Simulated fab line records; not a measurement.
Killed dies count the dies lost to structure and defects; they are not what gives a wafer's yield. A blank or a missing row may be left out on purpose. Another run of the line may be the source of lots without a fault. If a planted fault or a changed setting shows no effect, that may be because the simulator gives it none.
Which tool did it? | flow n5Finfet | 15 lots, 45 wafers sampled, at 6 steps of a route of 1938

WHAT EACH GAUGE READ, for each wafer
N5_BEOL_M6_CD_MEAS_18: pitch 80 nm, target cd 40 nm.
lot  | measured     | on       | cdNm (nm)
L874 | day 8 18:52  | cdSem-03 | 39.6 39.9 40.0
L876 | day 9 03:33  | cdSem-02 | 39.9 40.6 40.2
L877 | day 9 09:58  | cdSem-02 | 39.2 39.0 39.3
L878 | day 9 12:31  | cdSem-02 | 40.3 39.7 39.3
L879 | day 9 12:56  | cdSem-01 | 40.6 40.5 40.7
L880 | day 10 07:49 | cdSem-01 | - - -
L881 | day 10 07:52 | cdSem-03 | - - -
L882 | day 10 15:11 | cdSem-02 | - - -
L883 | day 11 01:14 | cdSem-02 | 39.8 39.9 40.4
L890 | day 13 05:04 | cdSem-02 | 39.9 39.8 39.6
L892 | day 13 08:02 | cdSem-01 | 40.5 40.0 40.5
L893 | day 13 09:44 | cdSem-01 | 38.6 39.7 39.7
L894 | day 13 12:32 | cdSem-03 | 40.4 40.1 39.7
L896 | day 13 23:56 | cdSem-01 | 39.9 39.8 39.2
L895 | day 14 09:38 | cdSem-03 | 39.3 39.8 39.8

WHAT TOOL EACH LOT RAN ON (gives the tool, then ch and the chambers of the sampled wafers, and finally the start)
lot  | N5_BEOL_M5_SPUTTER_83       | N5_BEOL_M5_ANNEAL_84        | N5_BEOL_M5_CO_CAP_78            | N5_BEOL_M6_HM_DEP_02        | N5_BEOL_M6_HM_OPEN_17
L874 | pvdSputter-01, day 8 12:18  | pvdSputter-01, day 8 12:23  | cvdCo-01 ch 0,1,2, day 8 15:28  | pvdSputter-02, day 8 17:49  | rieMetal-03 ch 0,1, day 8 18:41
L876 | pvdSputter-02, day 8 21:14  | pvdSputter-02, day 8 21:19  | cvdCo-02 ch 1,2, day 9 00:28    | pvdSputter-03, day 9 02:31  | rieMetal-03 ch 0,1, day 9 03:22
L877 | pvdSputter-02, day 9 04:43  | pvdSputter-02, day 9 04:48  | cvdCo-01 ch 0,1,2, day 9 07:46  | pvdSputter-03, day 9 08:55  | rieMetal-03 ch 0,1, day 9 09:47
L878 | pvdSputter-03, day 9 05:44  | pvdSputter-03, day 9 05:49  | cvdCo-02 ch 0,1,2, day 9 08:47  | pvdSputter-02, day 9 11:24  | rieMetal-01 ch 0,1, day 9 12:16
L879 | pvdSputter-01, day 9 05:49  | pvdSputter-01, day 9 05:53  | cvdCo-01 ch 0,1,2, day 9 08:52  | pvdSputter-02, day 9 11:36  | rieMetal-01 ch 0,1, day 9 12:46
L880 | pvdSputter-02, day 10 00:33 | pvdSputter-02, day 10 00:38 | cvdCo-02 ch 0,1, day 10 03:39   | pvdSputter-02, day 10 06:28 | rieMetal-01 ch 0,1, day 10 07:38
L881 | pvdSputter-03, day 10 01:53 | pvdSputter-03, day 10 01:58 | cvdCo-01 ch 0,1, day 10 04:57   | pvdSputter-02, day 10 06:41 | rieMetal-02 ch 0,1, day 10 07:40
L882 | pvdSputter-03, day 10 08:26 | pvdSputter-03, day 10 08:31 | cvdCo-01 ch 0,1, day 10 11:44   | pvdSputter-01, day 10 14:08 | rieMetal-01 ch 0,1, day 10 15:01
L883 | pvdSputter-02, day 10 19:05 | pvdSputter-02, day 10 19:10 | cvdCo-01 ch 0,1,2, day 10 22:28 | pvdSputter-01, day 11 00:11 | rieMetal-03 ch 0,1, day 11 01:03
L890 | pvdSputter-02, day 12 23:15 | pvdSputter-02, day 12 23:20 | cvdCo-02 ch 0,1, day 13 02:17   | pvdSputter-01, day 13 04:01 | rieMetal-01 ch 0,1, day 13 04:53
L892 | pvdSputter-03, day 13 00:41 | pvdSputter-03, day 13 00:46 | cvdCo-02 ch 0,1,2, day 13 03:44 | pvdSputter-01, day 13 06:56 | rieMetal-02 ch 0,1, day 13 07:48
L893 | pvdSputter-02, day 13 03:40 | pvdSputter-02, day 13 03:45 | cvdCo-01 ch 1,2, day 13 06:43   | pvdSputter-01, day 13 08:41 | rieMetal-02 ch 0,1, day 13 09:33
L894 | pvdSputter-03, day 13 05:26 | pvdSputter-03, day 13 05:31 | cvdCo-01 ch 0,1,2, day 13 08:30 | pvdSputter-02, day 13 11:21 | rieMetal-02 ch 1, day 13 12:13
L896 | pvdSputter-02, day 13 17:44 | pvdSputter-02, day 13 17:49 | cvdCo-02 ch 0,2, day 13 21:09   | pvdSputter-01, day 13 22:53 | rieMetal-03 ch 0,1, day 13 23:45
L895 | pvdSputter-01, day 14 01:40 | pvdSputter-01, day 14 01:44 | cvdCo-02 ch 1,2, day 14 04:42   | pvdSputter-02, day 14 08:23 | rieMetal-01 ch 1, day 14 09:27
- N5_BEOL_M5_SPUTTER_83: material Cu, target thk 15 nm, time 27.62 s.
- N5_BEOL_M5_ANNEAL_84: time 1800 s.
- N5_BEOL_M5_CO_CAP_78: material Co, precursor CCTBA/H2, target thk 2 nm, time 102.1 s.
- N5_BEOL_M6_HM_DEP_02: deposits TiN, target thk 20 nm.
- N5_BEOL_M6_HM_OPEN_17: chemistry Cl2/BCl3, target TiN, target depth 20 nm, overetch 6 nm.

AS READ BY THE TOOLS THEMSELVES (means over the sampled wafers that have a number; for cases with no such wafer, the mark the record gives instead)
N5_BEOL_M5_SPUTTER_83.
lot  | tool          | throttleValvePct (%)
L874 | pvdSputter-01 | 29.8
L876 | pvdSputter-02 | 29.5
L877 | pvdSputter-02 | 30.3
L878 | pvdSputter-03 | 29.7
L879 | pvdSputter-01 | 30.2
L880 | pvdSputter-02 | 29.4
L881 | pvdSputter-03 | 29.2
L882 | pvdSputter-03 | 30.0
L883 | pvdSputter-02 | 30.4
L890 | pvdSputter-02 | 29.9
L892 | pvdSputter-03 | 29.4
L893 | pvdSputter-02 | 29.7
L894 | pvdSputter-03 | 29.3
L896 | pvdSputter-02 | 29.7
L895 | pvdSputter-01 | 30.5

N5_BEOL_M5_ANNEAL_84.
lot  | tool          | heaterPowerW (W)
L874 | pvdSputter-01 | 861
L876 | pvdSputter-02 | 883
L877 | pvdSputter-02 | 896
L878 | pvdSputter-03 | 945
L879 | pvdSputter-01 | 837
L880 | pvdSputter-02 | 910
L881 | pvdSputter-03 | 1073
L882 | pvdSputter-03 | 883
L883 | pvdSputter-02 | 856
L890 | pvdSputter-02 | 892
L892 | pvdSputter-03 | 795
L893 | pvdSputter-02 | 839
L894 | pvdSputter-03 | 799
L896 | pvdSputter-02 | 880
L895 | pvdSputter-01 | 875

N5_BEOL_M5_CO_CAP_78.
lot  | tool     | heaterPowerOuterW (W) | heaterPowerW (W)
L874 | cvdCo-01 | 127                   | 234
L876 | cvdCo-02 | 113                   | 222
L877 | cvdCo-01 | 127                   | 237
L878 | cvdCo-02 | 117                   | 220
L879 | cvdCo-01 | 125                   | 238
L880 | cvdCo-02 | 123                   | 217
L881 | cvdCo-01 | 127                   | 237
L882 | cvdCo-01 | 129                   | 257
L883 | cvdCo-01 | 126                   | 238
L890 | cvdCo-02 | 122                   | 216
L892 | cvdCo-02 | 119                   | 221
L893 | cvdCo-01 | 125                   | 240
L894 | cvdCo-01 | 127                   | 238
L896 | cvdCo-02 | 126                   | 230
L895 | cvdCo-02 | 114                   | 215

N5_BEOL_M6_HM_DEP_02.
lot  | tool          | chamberPressurePa (Pa) | substrateTempC (C) | throttleValvePct (%)
L874 | pvdSputter-02 | 0.4999                 | 24.97              | 30.3
L876 | pvdSputter-03 | 0.4998                 | 24.91              | 29.9
L877 | pvdSputter-03 | 0.5001                 | 24.98              | 29.7
L878 | pvdSputter-02 | 0.4997                 | 24.97              | 30.3
L879 | pvdSputter-02 | 0.5004                 | 25.01              | 30.4
L880 | pvdSputter-02 | -                      | -                  | -
L881 | pvdSputter-02 | -                      | -                  | -
L882 | pvdSputter-01 | -                      | -                  | -
L883 | pvdSputter-01 | 0.5007                 | 25.04              | 30.1
L890 | pvdSputter-01 | 0.4994                 | 24.95              | 30.3
L892 | pvdSputter-01 | 0.5004                 | 24.91              | 29.9
L893 | pvdSputter-01 | 0.5005                 | 25.00              | 30.1
L894 | pvdSputter-02 | 0.5005                 | 25.06              | 29.4
L896 | pvdSputter-01 | 0.5003                 | 25.11              | 30.1
L895 | pvdSputter-02 | 0.5000                 | 24.93              | 29.8

N5_BEOL_M6_HM_OPEN_17.
lot  | tool        | chamberPressureMTorr (mTorr) | drypumpMotorCurrentA (A) | oesProductAu (a.u.) | throttleValvePct (%)
L874 | rieMetal-03 | 9.995                        | 5.39                     | 0.67                | 22.25
L876 | rieMetal-03 | 10.000                       | 5.41                     | 0.74                | 22.11
L877 | rieMetal-03 | 10.002                       | 5.40                     | 0.67                | 22.26
L878 | rieMetal-01 | 10.000                       | 5.40                     | 0.64                | 22.20
L879 | rieMetal-01 | 10.006                       | 5.41                     | 0.63                | 22.20
L880 | rieMetal-01 | 9.994                        | 5.42                     | 0.30                | 22.89
L881 | rieMetal-02 | 9.998                        | 5.64                     | 0.33                | 22.81
L882 | rieMetal-01 | 10.013                       | 5.43                     | 0.29                | 22.89
L883 | rieMetal-03 | 9.997                        | 5.39                     | 0.71                | 22.13
L890 | rieMetal-01 | 10.004                       | 5.41                     | 0.66                | 22.24
L892 | rieMetal-02 | 10.001                       | 5.64                     | 0.72                | 22.17
L893 | rieMetal-02 | 10.006                       | 5.46                     | 0.76                | 21.99
L894 | rieMetal-02 | 9.999                        | 5.79                     | 0.68                | 22.34
L896 | rieMetal-03 | 9.998                        | 5.41                     | 0.69                | 22.15
L895 | rieMetal-01 | 9.999                        | 5.42                     | 0.58                | 22.20

THE ANSWER, worked out from the rows above alone
Rule: usual is defined by the lots themselves. The widest of any qualifying gaps counts: lots, ordered by their means at a reading, are off when they make up no more than a third of the lots, leave a main group of 4 or more, and stand apart from it by 3 or more times the standard deviation of that group's means. If all means in a main group match to the digits the tables above print for the reading, that group is not used. A lot without any number at a reading at which 4 lots or more have one is off too. Any other lot the step has rows for is counted as sound. The gauges are gone through in route order, then the tools' own readings, and for those a lot's mean is taken as printed above. At the first step where some lot is off, the reading lying furthest off is the one used; lots without a number count as furthest.
Off: L880, L881, L882 (N5_BEOL_M6_CD_MEAS_18, cdNm). Without a number there: L880, L881, L882. Mean 39.9 nm and standard deviation 0.39 in the main group.
A tool fits if, at a process step before that reading, it ran every lot that is off, and no sound lot after the first of them. Not tried: the gauges at N5_BEOL_M6_CD_MEAS_18; whatever is off there is also off at N5_BEOL_M6_HM_DEP_02, on other tools, and gauge error can't account for it. Not one of the candidates tried fits.

WHAT THE SIMULATOR HAD PUT IN
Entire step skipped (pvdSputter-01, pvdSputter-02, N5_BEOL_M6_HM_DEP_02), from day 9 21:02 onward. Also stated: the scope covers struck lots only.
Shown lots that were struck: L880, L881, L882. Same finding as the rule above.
